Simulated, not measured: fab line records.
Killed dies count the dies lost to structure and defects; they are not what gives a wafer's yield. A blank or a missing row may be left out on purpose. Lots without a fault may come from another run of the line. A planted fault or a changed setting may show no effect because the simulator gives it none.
One fault seen from 3 desks | flow n5-finfet | numbers are kept per desk, each desk with only its own; the story behind them comes last

## TOOL OWNER'S DESK, rie-diel-01
The tool's own readings at N5_BEOL_M2_ETCH_74 (etches underlayer in N2/H2, target depth 6.5 nm, time 5.2 s): means of the sampled wafers that have a number, for each lot that ran on this tool. Marked OUT: a lot whose mean sits more than 4 standard deviations from the usual mean, which makes it out of limits; the brackets give that distance. Readings shown: 7 out of 8 (the first out of limits, and those lying furthest out on some lot).
Columns: A = bias-w at N5_BEOL_M2_ETCH_74, usual 149.9 W; B = drypump-motor-current-A at N5_BEOL_M2_ETCH_74, usual 5.6 A; C = etch-rf-on-time-s at N5_BEOL_M2_ETCH_74, usual 5.18 s; D = oes-product-au at N5_BEOL_M2_ETCH_74, usual 0.68 a.u.; E = rf-vpp-V at N5_BEOL_M2_ETCH_74, usual 523.9 V; F = showerhead-plenum-p-Torr at N5_BEOL_M2_ETCH_74, usual 2.54 Torr; G = throttle-valve-pct at N5_BEOL_M2_ETCH_74, usual 17.87 %
lot  | first seen here | A     | B   | C              | D    | E     | F    | G
L789 | day 6 15:51     | 150.2 | 5.7 | 5.28           | 0.66 | 522.1 | 2.49 | 17.78
L796 | day 8 20:41     | 149.3 | 5.7 | 7.19 (+26) OUT | 0.52 | 522.9 | 2.49 | 17.93
L799 | day 9 12:21     | 150.2 | 5.4 | 7.13 (+26) OUT | 0.54 | 521.9 | 2.47 | 17.84
This desk finds L796, L799 out of limits, L796 being first, at day 8 20:41 (etch-rf-on-time-s at N5_BEOL_M2_ETCH_74). L789 stayed within limits.

## THE DEFECT DESK
Counts from the inspections along the route, per lot, as means over the sampled wafers that have a number. Marked OUT: a lot whose mean sits more than 4 standard deviations from the usual mean, which makes it out of limits; the brackets give that distance.
Columns: A = raw-defect-count at N5_BEOL_M2_INSPECT_13, usual 380
lot  | first seen here | A
L789 | day 6 15:47     | 384
L793 | day 7 21:10     | 310
L796 | day 8 20:37     | 306
L799 | day 9 12:16     | 356
L801 | day 9 19:43     | 407
L805 | day 11 00:08    | 328
L806 | day 11 04:23    | 293
L807 | day 11 07:15    | 350
This desk found nothing out of limits on any of the 8 lots.

## THE METROLOGY DESK
Lot by lot, what the gauges showed, no matter which tool ran the lot: averages of those sampled wafers that carry a number. Marked OUT: a lot whose mean sits more than 4 standard deviations from the usual mean, which makes it out of limits; the brackets give that distance. 7 of its 10 readings are shown, namely those furthest out on some lot.
Columns: A = DIBL_N at N5_BEOL_M4_RC_MEAS_101, usual 35.7 mV/V; B = IOFF_N at N5_BEOL_M4_RC_MEAS_101, usual 0.152 nA/um; C = IOFF_P at N5_BEOL_M4_RC_MEAS_101, usual 0.20 nA/um; D = ION_P at N5_BEOL_M4_RC_MEAS_101, usual 461 uA/um; E = SS_P at N5_BEOL_M4_RC_MEAS_101, usual 73.1 mV/dec; F = VT_N at N5_BEOL_M4_RC_MEAS_101, usual 251 mV; G = VT_P at N5_BEOL_M4_RC_MEAS_101, usual -251 mV
lot  | first seen here | A    | B     | C    | D   | E    | F   | G
L789 | day 7 23:58     | 34.5 | 0.124 | 0.17 | 458 | 73.1 | 254 | -252
L793 | day 9 02:27     | 36.9 | 0.205 | 0.28 | 479 | 73.5 | 244 | -243
L796 | day 10 02:28    | 34.1 | 0.119 | 0.17 | 463 | 72.5 | 255 | -254
L799 | day 10 20:56    | 36.9 | 0.182 | 0.22 | 468 | 73.3 | 244 | -247
L801 | day 11 01:20    | 35.4 | 0.133 | 0.18 | 452 | 72.8 | 254 | -254
L807 | day 12 11:26    | 34.5 | 0.131 | 0.18 | 459 | 72.7 | 253 | -253
L805 | day 12 15:07    | 34.5 | 0.143 | 0.19 | 465 | 73.3 | 253 | -250
L806 | day 12 16:40    | 38.3 | 0.191 | 0.27 | 475 | 74.4 | 247 | -245
This desk found nothing out of limits on any of the 8 lots.

## ALL TOGETHER
On L796, L799, at day 8 20:41, an alarm was possible from the tool owner's desk.
No out-of-limits result turned up at the defect desk.
Nothing out of limits was seen by the metrology desk.
The defect desk has L796, L799 on record, within its limits.
The metrology desk holds a record of L796, L799, inside its limits.
On rie-diel-01, each named lot ran N5_BEOL_M2_ETCH_74.

## WHAT THE SIMULATOR HAD INSERTED
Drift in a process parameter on rie-diel-01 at N5_BEOL_M2_ETCH_74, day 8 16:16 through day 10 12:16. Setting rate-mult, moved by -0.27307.
Struck lots among those shown: L796, L799.
Hours from the fault's start to each desk's first reading out of limits: the tool owner's desk, 4.
